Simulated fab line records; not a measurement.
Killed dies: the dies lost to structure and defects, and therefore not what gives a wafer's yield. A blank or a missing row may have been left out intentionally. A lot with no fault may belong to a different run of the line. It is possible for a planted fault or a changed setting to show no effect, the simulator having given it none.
fab line records	flow n5-finfet	part 1 of 2: steps 1 to 45 of 46
record: lots: 5	wafers: 11	last-day: 16
route steps=1938 shown BEOL_M4@1099 BEOL_M5@1112 BEOL_M12@1651 PASSIVATION@1936
lots with no fault: from the same line, run without faults
start-h: hours from the record's opening day to when the first of the lot's shown wafers began	wait-h: hours elapsed since this lot's preceding step	" same as the row above	L1.1+2: a single row standing in for several wafers	- no value, or no start was given	* or withheld: withheld	< > ~ a bound
route shown NAME@n: names a module that has steps shown in the file, with the first one's number in the route	usual: mean and standard deviation over wafers with no fault	same: alike in all rows	chamber/n: place in a boat	sites: per-site readings	_std_site: their standard deviation	_edge_site: mean of outer sites minus mean of inner sites	radius-mm: for every site, how far away it sits from the centre of the wafer	mask NAME#n: copy n	behind: tool/chamber where the wafer was last shaped	hold: cause of the lot's hold/its duration in hours/its outcome	device: transistor that didn't switch, given as n, p or np	end of line: the same wafers' tests at the end of the route	a step with no rows: only its recipe	killed: dies that structure and defects cost at the first sort, which is not the same as the wafer's yield	map: a wafer's dies, x killed, . not, _ none there
set.NAME: the run value of the setting; set.NAME@STEP: its run value at that earlier step	model.NAME: the simulator's own value behind a step, which no gauge read
certain route steps with their lots: each step a table, each wafer a row
services: when a tool's chamber went out of use (start-h, in hours from the record's first day, below 0 if earlier), for how many hours, and the reason
== steps ==
step: N5_BEOL_M4_ANNEAL_95
recipe: temp-c: 400	time-s: 240	ambient: vacuum
step: N5_BEOL_M4_SPUTTER_96
recipe: material: Cu	target-thk-a: 45	temp-c: -20	chamber-pressure-pa: 0.07	power-w: withheld	time-s: 8.29
step: N5_BEOL_M4_ECD_50
recipe: material: Cu	target-thk-a: 3000
step: N5_BEOL_M4_ANNEAL_51
recipe: temp-c: 225	time-s: 90	ambient: N2
step: N5_BEOL_M4_CMP_52
recipe: stop-on: SiOC	t-overpolish-s: 6.8	down-force-psi: 1	platen-rpm: 50	clearing-platen-down-force-psi: 1.5	clearing-platen-rpm: 50	post-cmp-clean: cu-alkaline	target-thk-nm: 40	clearing-platen-pad-velocity-m-s: 0.99484	pad-velocity-m-s: 0.99484
usual: barrier-field-endpoint-s: 25.1/0.93	edge-zone-pressure-frac: 0.999/0.0043	motor-current-A: 6.1/0.75	overpolish-run-s: 6.798/0.0094	pad-life-wafers: 1053/560	platen-rpm: 50.00/0.033	time-to-endpoint-s: 65/5.3
same: t-overpolish-s: 6.8
lot.wafer	tool	chamber	start-h	wait-h	barrier-field-endpoint-s	edge-zone-pressure-frac	motor-current-A	overpolish-run-s	pad-life-wafers	platen-rpm	time-to-endpoint-s
L416.1	cmp-02	1	188.30	0.3	25.3	0.992	6.8	6.804	464	49.99	72
L416.2	"	2	"	"	26.9	1.004	5.8	6.796	465	49.99	76
L418.4	cmp-02	2	189.72	0.2	27.6	0.994	5.9	6.783	477	49.99	74
L418.5	"	3	"	"	27.0	1.002	5.0	6.800	-	49.99	71
L421.4	cmp-03	2	210.80	0.2	24.9	1.005	6.5	6.797	98	50.02	58
L421.5	"	1	"	"	24.1	0.995	6.0	6.797	-	50.01	56
L422.2	cmp-03	1	217.90	0.3	23.8	0.996	6.3	6.801	158	49.98	52
L422.6	"	3	"	"	25.5	1.000	7.2	6.793	-	49.96	65
L434.4	cmp-03	3	285.35	0.2	25.9	0.999	7.0	6.794	877	49.96	62
L434.3	"	0	"	"	24.8	1.004	6.7	6.795	878	50.02	63
L434.1	"	1	"	"	23.7	0.998	6.2	6.797	879	50.00	54
step: N5_BEOL_M4_THK_MEAS_53
recipe: thk-meas-gauge: xrf	reads: Cu_of_BEOL_M4_ECD_50
usual: M4_THK: 41.1/2.2
lot.wafer	tool	chamber	start-h	wait-h	M4_THK[nm]
L416.1	film-metro-01	-	188.52	-	41.2
L416.2	"	-	"	"	42.5
L418.4	film-metro-02	-	189.90	-	41.6
L418.5	"	-	"	"	42.1
L421.4	film-metro-01	-	211.02	-	36.5
L421.5	"	-	"	"	37.3
L422.2	film-metro-01	-	218.11	-	38.8
L422.6	"	-	"	"	42.0
L434.1	film-metro-01	-	285.60	-	41.0
L434.3	"	-	"	"	38.8
L434.4	"	-	"	"	42.6
step: N5_BEOL_M4_PRE_CLEAN_60
recipe: gas: NH3/H2	time-s: 15	temp-c: *	rf-power-w: 300
step: N5_BEOL_M4_CO_CAP_55
recipe: material: Co	target-thk-a: 20	temp-c: 200	precursor: CCTBA/H2	pressure-torr: 30	time-s: 102.1
usual: heater-power-w: 240/18
lot.wafer	tool	chamber	start-h	wait-h	heater-power-w
L416.1	cvd-co-01	1	188.59	0.0	243
L416.2	"	0	"	"	220
L418.4	cvd-co-02	2	190.01	0.0	225
L418.5	"	1	"	"	224
L421.4	cvd-co-01	2	211.13	0.0	249
L421.5	"	0	"	"	217
L422.2	cvd-co-02	2	218.19	0.0	224
L422.6	"	2	"	"	228
L434.1	cvd-co-02	2	285.70	0.0	230
L434.3	"	2	"	"	233
L434.4	"	1	"	"	234
step: N5_BEOL_M4_PRE_CLEAN_56
recipe: gas: NH3	time-s: 15	temp-c: withheld	rf-power-w: 300
step: N5_BEOL_M4_DEP_57
recipe: material: SiCN	target-thk-a: 80	temp-c: withheld	precursor: 3MS/NH3	pressure-torr: 3	rf-w: 202	time-s: 14
step: N5_BEOL_M4_RS_MEAS_58
recipe: thk-meas-gauge: four-point-probe	reads: Co_of_BEOL_M4_CO_CAP_55+Cu_of_BEOL_M4_ECD_50+Co_of_BEOL_M4_CVD_47+TaN_of_BEOL_M4_ALD_84
usual: M4_RS: 0.66/0.045
lot.wafer	tool	chamber	start-h	wait-h	M4_RS[ohm/sq]
L416.1	film-metro-02	-	188.78	0.0	0.66
L416.2	"	-	"	"	0.63
L418.4	film-metro-01	-	190.16	0.0	0.66
L418.5	"	-	"	"	0.64
L421.4	film-metro-01	-	211.28	0.0	0.76
L421.5	"	-	"	"	0.74
L422.2	film-metro-01	-	218.37	0.1	0.71
L422.6	"	-	"	"	0.64
L434.1	film-metro-02	-	285.92	0.0	0.67
L434.3	"	-	"	"	0.72
L434.4	"	-	"	"	0.64
step: N5_BEOL_M4_INSPECT_59
recipe: inspect-instrument: darkfield	mode: post-dep
usual: raw-defect-count: 69/27
lot.wafer	tool	chamber	start-h	wait-h	raw-defect-count
L416.1	defect-inspect-02	-	188.80	0.0	44
L416.2	"	-	"	"	61
L418.4	defect-inspect-02	-	190.19	0.0	65
L418.5	"	-	"	"	66
L421.4	defect-inspect-02	-	211.30	0.0	71
L421.5	"	-	"	"	56
L422.2	defect-inspect-02	-	218.40	0.0	75
L422.6	"	-	"	"	54
L434.1	defect-inspect-01	-	285.95	0.0	47
L434.3	"	-	"	"	95
L434.4	"	-	"	"	60
step: N5_BEOL_M4_RC_MEAS_101
usual: DIBL_N: 36.0/1.9	DIBL_P: 35.6/2.4	IOFF_N: 0.16/0.036	IOFF_P: 0.21/0.04	ION_N: 673/14	ION_P: 460/8.9	SS_N: 71.5/0.67	SS_P: 73.2/0.73	VT_N: 249/3.6	VT_P: -250/3.7
lot.wafer	tool	chamber	start-h	wait-h	DIBL_N[mV/V]	DIBL_P[mV/V]	IOFF_N[nA/um]	IOFF_P[nA/um]	ION_N[uA/um]	ION_P[uA/um]	SS_N[mV/dec]	SS_P[mV/dec]	VT_N[mV]	VT_P[mV]
L416.1	prober-02	0	188.83	0.0	38.6	37.7	0.19	0.27	685	474	71.8	73.7	247	-245
L416.2	"	0	"	"	40.2	40.2	0.23	0.32	692	470	71.6	74.5	244	-242
L418.4	prober-01	0	190.68	0.5	38.9	40.3	0.21	0.29	679	467	71.8	74.3	248	-247
L418.5	"	0	"	"	34.7	35.3	0.13	0.20	659	461	71.0	73.6	251	-250
L421.4	prober-01	0	211.79	0.5	37.3	37.0	0.20	0.26	689	477	71.9	73.1	245	-246
L421.5	"	0	"	"	33.0	32.6	0.12	0.19	669	461	70.4	72.3	250	-245
L422.2	prober-01	0	218.58	0.2	35.6	34.3	0.15	0.20	684	475	71.3	73.2	248	-247
L422.6	"	0	"	"	36.9	34.6	0.17	0.21	656	452	72.3	73.4	250	-250
L434.1	prober-01	0	285.97	0.0	36.7	37.9	0.17	0.29	676	471	72.1	74.1	250	-244
L434.3	"	0	"	"	32.8	32.8	0.11	0.19	663	462	70.8	72.7	256	-245
L434.4	"	0	"	"	34.6	34.6	0.14	0.21	665	462	71.0	73.4	250	-245
step: N5_BEOL_M5_ILD_DEP_00
recipe: material: SiCOH_lowk	target-thk-a: 1406.4	temp-c: 300	precursor: DEMS/porogen	pressure-torr: 5	rf-w: 500	time-s: 25.9
step: N5_BEOL_M5_CURE_79
recipe: temp-c: 385	time-s: 240	ambient: He/Ar	material: SiCOH_lowk
usual: lamp-power-pct: 52.31/0.055	wafer_temp_C_max: 386.8/0.75
lot.wafer	tool	chamber	start-h	wait-h	lamp-power-pct	wafer_temp_C_max
L416.1	uv-cure-02	1	189.99	0.2	52.41	387.8
L416.2	"	1	"	"	52.31	386.6
L418.4	uv-cure-03	1	191.50	0.3	52.35	387.8
L418.5	"	1	"	"	52.35	387.8
L421.4	uv-cure-02	1	212.62	0.3	52.36	386.7
L421.5	"	1	"	"	52.33	386.7
L422.2	uv-cure-02	1	219.53	0.1	52.33	386.9
L422.6	"	1	"	"	52.29	387.2
L434.1	uv-cure-03	0	286.99	0.0	52.28	386.0
L434.3	"	0	"	"	52.30	386.1
L434.4	"	0	"	"	52.26	385.8
step: N5_BEOL_M5_THK_MEAS_01
recipe: reads: SiCOH_lowk_of_BEOL_M5_ILD_DEP_00
usual: M5_ILD_THK: 121.8/1.6
lot.wafer	tool	chamber	start-h	wait-h	M5_ILD_THK[nm]
L416.1	film-metro-01	-	190.98	0.8	121.4
L416.2	"	-	"	"	120.9
L418.4	film-metro-01	-	191.77	0.2	120.9
L418.5	"	-	"	"	121.6
L421.4	film-metro-01	-	212.89	0.2	122.3
L421.5	"	-	"	"	122.0
L422.2	film-metro-01	-	219.96	0.4	123.0
L422.6	"	-	"	"	123.3
L434.1	film-metro-02	-	287.51	0.4	120.2
L434.3	"	-	"	"	119.8
L434.4	"	-	"	"	122.9
step: N5_BEOL_M5_PECVD_70
recipe: material: SiO2	target-thk-a: 160	temp-c: 400	precursor: TEOS/O2	pressure-torr: 5.5	rf-w: 450	teos-flow-sccm: 53.8	gas: O2	flow-sccm: 3000	time-s: 18
usual: heater-power-w: 695/87	showerhead-plenum-p-Torr: 8.77/0.059	throttle-valve-pct: 22.9/0.81
lot.wafer	tool	chamber	start-h	wait-h	heater-power-w	showerhead-plenum-p-Torr	throttle-valve-pct
L416.1	pecvd-04	2	191.03	0.0	748	8.72	22.5
L416.2	"	0	"	"	535	8.75	23.4
L418.4	pecvd-02	1	191.83	0.1	692	8.74	22.4
L418.5	"	2	"	"	606	8.72	23.1
L421.4	pecvd-03	0	212.95	0.1	635	8.85	24.5
L421.5	"	1	"	"	769	8.68	22.5
L422.2	pecvd-04	0	220.00	0.0	612	8.73	23.0
L422.6	"	2	"	"	666	8.73	23.3
L434.1	pecvd-03	1	287.54	0.0	801	8.69	22.8
L434.3	"	2	"	"	623	8.80	22.1
L434.4	"	0	"	"	634	8.87	24.3
step: N5_BEOL_M5_HM_DEP_02
recipe: material: TiN	target-thk-a: 200	temp-c: 25	chamber-pressure-pa: 0.49996
step: N5_BEOL_M5_COAT_59
recipe: resist: SOC	temp-c: 250	time-s: 60	spin-rpm: 1500	resist-thk-nm: 60
step: N5_BEOL_M5_COAT_60
recipe: resist: SiARC	temp-c: 220	time-s: 60	spin-rpm: 1500	resist-thk-nm: 12
step: N5_BEOL_M5_COAT_71
recipe: resist: underlayer	temp-c: 205	time-s: 60	spin-rpm: 1500	resist-thk-nm: 5
step: N5_BEOL_M5_COAT_05
recipe: resist: CAR-EUV	spin-rpm: 1500	resist-thk-nm: 30
step: N5_BEOL_M5_EBR_07
recipe: solvent: PGMEA	ebr-width-mm: 1.5
step: N5_BEOL_M5_SOFTBAKE_06
recipe: temp-c: 110	time-s: 60	resist: CAR-EUV
step: N5_BEOL_M5_EXPOSE_08
recipe: mask-id: M5	na: 0.33	source-shape: annular	sigma-inner: 0.4	sigma-outer: 0.8	polarization: unpolarized	target-cd-nm: 28	dose-mj: 35.75
step: N5_BEOL_M5_PEB_09
recipe: peb-temp-c: 100	peb-time-s: 60	resist: CAR-EUV
step: N5_BEOL_M5_DEVELOP_10
recipe: develop-time-s: 30	developer: TMAH	resist: CAR-EUV	rinse-liquid: surfactant-rinse	dry: air-spin	dev-temp-c: 23
step: N5_BEOL_M5_CD_MEAS_11
recipe: target-cd-nm: 27.74	landing-energy-ev: 500	detector: se-inlens
usual: cd-nm: 28.13/0.25
lot.wafer	tool	chamber	start-h	wait-h	cd-nm
L416.1	cd-sem-01	0	193.13	-	28.26
L416.2	"	0	"	"	28.32
L418.4	cd-sem-01	0	193.35	-	28.65
L418.5	"	0	"	"	28.08
L421.4	cd-sem-02	0	214.92	-	28.07
L421.5	"	0	"	"	27.80
L422.2	cd-sem-03	0	221.54	-	28.23
L422.6	"	0	"	"	27.54
L434.1	cd-sem-01	0	288.60	-	28.18
L434.3	"	0	"	"	28.15
L434.4	"	0	"	"	28.55
step: N5_BEOL_M5_OVL_MEAS_12
recipe: points-per-wafer: 522
usual: M5_OVL: 0.0/0.54
same: points-per-wafer: 522
lot.wafer	tool	chamber	start-h	wait-h	M5_OVL[nm]
L416.1	overlay-01	0	193.16	0.0	-0.6
L416.2	"	0	"	"	-0.7
L418.4	overlay-02	0	193.39	0.0	-0.6
L418.5	"	0	"	"	-0.7
L421.4	overlay-01	0	214.96	0.0	0.0
L421.5	"	0	"	"	0.4
L422.2	overlay-02	0	221.57	0.0	-0.7
L422.6	"	0	"	"	-0.2
L434.1	overlay-01	0	288.63	0.0	0.2
L434.3	"	0	"	"	0.6
L434.4	"	0	"	"	0.7
step: N5_BEOL_M5_INSPECT_13
recipe: mode: adi	inspect-instrument: brightfield
usual: raw-defect-count: 401/87
lot.wafer	tool	chamber	start-h	wait-h	raw-defect-count
L416.1	defect-inspect-02	-	193.22	0.1	284
L416.2	"	-	"	"	443
L418.4	defect-inspect-01	-	193.44	0.0	365
L418.5	"	-	"	"	371
L421.4	defect-inspect-02	-	215.00	0.0	403
L421.5	"	-	"	"	352
L422.2	defect-inspect-02	-	221.63	0.0	354
L422.6	"	-	"	"	378
L434.1	defect-inspect-02	-	288.69	0.1	348
L434.3	"	-	"	"	413
L434.4	"	-	"	"	262
step: N5_BEOL_M5_DESCUM_16
recipe: chemistry: O2	time-s: 7	source-power-w: 50	bias-power-w: 20	pressure-mtorr: 20	rf-frequency-hz: 2.712e+07	temp-c: 40	resist: CAR-EUV	o2-flow-sccm: 225
step: N5_BEOL_M5_ETCH_72
recipe: chemistry: N2/H2	target: underlayer	target-depth-a: 65	mask-material: CAR-EUV	time-s: 5.2	ion-energy-ev: 200	pressure-mtorr: 30	source-w: 840	bias-w: 150	n2-flow-sccm: 200	h2-flow-sccm: 200	ends: cleared
step: N5_BEOL_M5_ETCH_61
recipe: chemistry: CF4	target: SiARC	target-depth-a: 156	mask-material: CAR-EUV	time-s: 26	ion-energy-ev: 80	pressure-mtorr: 40	source-w: 545	bias-w: 36	Ar_flow_sccm: 100	cf4-flow-sccm: 100	ends: cleared
step: N5_BEOL_M5_ETCH_62
recipe: chemistry: N2/H2	target: SOC	target-depth-a: 750	overetch-a: 150	mask-material: SiARC	temp-c: 40	time-s: 112.5	ion-energy-ev: 200	pressure-mtorr: 30	source-w: 840	bias-w: 150	n2-flow-sccm: 200	h2-flow-sccm: 200
step: N5_BEOL_M5_STRIP_63
recipe: chemistry: N2/H2	temp-c: 40	n2-flow-sccm: 200	h2-flow-sccm: 200	rf-frequency-hz: 6e+07
step: N5_BEOL_M5_STRIP_73
recipe: chemistry: N2/H2	temp-c: 40	n2-flow-sccm: 200	h2-flow-sccm: 200	rf-frequency-hz: 6e+07
step: N5_BEOL_M5_STRIP_64
recipe: chemistry: CF4	resist: SiARC	power-w: 300	bias-power-w: 75	pressure-mtorr: 50	cf4-flow-sccm: 150	rf-frequency-hz: 6e+07
step: N5_BEOL_M5_HM_OPEN_17
recipe: chemistry: Cl2/BCl3	target-depth-a: 200	overetch-a: 60	target: TiN	mask-material: SOC	ion-energy-ev: 150	pressure-mtorr: 10	icp-w: 1000	bias-w: 126	Cl2_flow_sccm: 53.25	bcl3-flow-sccm: 21.75	Ar_flow_sccm: 25
usual: drypump-motor-current-A: 5.93/0.27	mfc-ar-sccm: 25.00/0.081	oes-product-au: 0.68/0.054	throttle-valve-pct: 22.25/0.18
lot.wafer	tool	chamber	start-h	wait-h	drypump-motor-current-A	mfc-ar-sccm	oes-product-au	rf-hours-counter-h	throttle-valve-pct
L416.1	rie-metal-01	0	193.57	0.0	6.31	25.07	0.73	16	22.29
L416.2	"	1	"	"	6.02	25.02	0.64	49	22.11
L418.4	rie-metal-02	1	193.75	0.1	5.67	25.02	0.53	-	22.94
L418.5	"	1	"	"	5.64	24.98	0.53	-	22.94
L421.4	rie-metal-02	0	215.40	0.1	6.04	25.10	0.63	-	22.03
L421.5	"	1	"	"	5.66	24.91	0.53	-	22.96
L422.2	rie-metal-01	0	221.92	0.0	6.31	25.02	0.71	18	22.31
L422.6	"	0	"	"	6.32	25.06	0.71	-	22.32
L434.1	rie-metal-01	0	288.97	0.0	6.30	24.94	0.71	24	22.30
L434.3	"	0	"	"	6.31	25.00	0.71	-	22.30
L434.4	"	1	"	"	6.01	24.92	0.63	-	22.13
step: N5_BEOL_M5_STRIP_19
recipe: chemistry: O2	power-w: 400	temp-c: 40	pressure-mtorr: 30	rf-frequency-hz: 6e+07	bias-power-w: 0	overash-fraction: 0.2	o2-flow-sccm: 225
step: N5_BEOL_M5_CD_MEAS_18
recipe: pitch-nm: 56	target-cd-nm: 28
usual: cd-nm: 28.1/0.44
lot.wafer	tool	chamber	start-h	wait-h	cd-nm
L416.1	cd-sem-01	-	193.76	0.0	27.7
L416.2	"	-	"	"	27.7
L418.4	cd-sem-01	-	193.92	0.1	28.2
L418.5	"	-	"	"	28.1
L421.4	cd-sem-01	-	215.61	0.1	28.7
L421.5	"	-	"	"	28.5
L422.2	cd-sem-01	-	222.16	0.1	27.9
L422.6	"	-	"	"	27.8
L434.1	cd-sem-02	-	289.15	0.0	27.6
L434.3	"	-	"	"	27.5
L434.4	"	-	"	"	28.1
step: N5_BEOL_M5_COAT_65
recipe: resist: SOC	temp-c: 250	time-s: 60	spin-rpm: 1500	resist-thk-nm: 60
step: N5_BEOL_M5_COAT_66
recipe: resist: SiARC	temp-c: 220	time-s: 60	spin-rpm: 1500	resist-thk-nm: 12
step: N5_BEOL_M12_ECD_47
recipe: material: Cu	target-thk-a: 7200
lot.wafer	tool	chamber	start-h	wait-h
L416.1+2	ecd-cu-01	0,1	254.37	0.1
L418.4+5	ecd-cu-01	1	263.10	0.1
L422.2+6	ecd-cu-01	0,1	281.60	0.1
L421.4+5	ecd-cu-02	1	282.71	0.1
L434.1+3+4	ecd-cu-02	0,1,0	349.76	0.1
step: N5_BEOL_M12_THK_MEAS_50
recipe: thk-meas-gauge: xrf	reads: Cu_of_BEOL_M12_ECD_47
usual: M12_THK: 329/7
lot.wafer	tool	chamber	start-h	wait-h	M12_THK[nm]
L416.1	film-metro-01	-	255.11	-	331
L416.2	"	-	"	"	318
L418.4	film-metro-01	-	263.80	-	317
L418.5	"	-	"	"	331
L422.2	film-metro-02	-	282.41	-	330
L422.6	"	-	"	"	337
L421.4	film-metro-02	-	283.77	-	325
L421.5	"	-	"	"	329
L434.1	film-metro-01	-	350.49	-	-
L434.3	"	-	"	"	-
L434.4	"	-	"	"	-
step: N5_BEOL_M12_RS_MEAS_54
recipe: thk-meas-gauge: four-point-probe	reads: Cu_of_BEOL_M12_ECD_47+Ta_of_BEOL_M12_SPUTTER_44+TaN_of_BEOL_M12_SPUTTER_43
usual: M12_RS: 0.0599/0.0013
lot.wafer	tool	chamber	start-h	wait-h	M12_RS[ohm/sq]
L416.1	film-metro-02	-	255.23	0.0	0.0595
L416.2	"	-	"	"	0.0618
L418.4	film-metro-01	-	263.92	0.0	0.0625
L418.5	"	-	"	"	0.0597
L422.2	film-metro-01	-	282.53	0.0	0.0590
L422.6	"	-	"	"	0.0579
L421.4	film-metro-01	-	283.90	0.0	0.0606
L421.5	"	-	"	"	0.0602
L434.1	film-metro-01	-	350.65	0.1	56.697
L434.3	"	-	"	"	57.849
L434.4	"	-	"	"	58.149
== key ==
first-sign: step: N5_BEOL_M12_THK_MEAS_50	reading: M12_THK	direction: missing
effect: step: N5_BEOL_M12_RS_MEAS_54	reading: M12_RS	direction: up	sigmas: 99+	usual: 0.0599	struck: 57.565
effect: step: N5_PASSIVATION_PROBE_49	reading: killed_at_M4_up	direction: up	sigmas: 99+	usual: 14	struck: 1112
more-kills-born-at: N5_BEOL_M12_ECD_47@ecd-cu-02: 3295
met-at N5_BEOL_M12_ECD_47
struck-wafers L434.1,L434.3,L434.4
later-rows-left-out L434.1,L434.3,L434.4
onset-between 282.71 349.76
also-fits time
fault: kind: skipped-step-whole	tool: ecd-cu-02	chamber: -	onset-h: 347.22	steps: N5_BEOL_M12_ECD_47	scope: struck-lots-only
later-rows-left-out: the simulator's readings of these wafers behind a module that went badly wrong aren't trusted and aren't shown, but for the sort
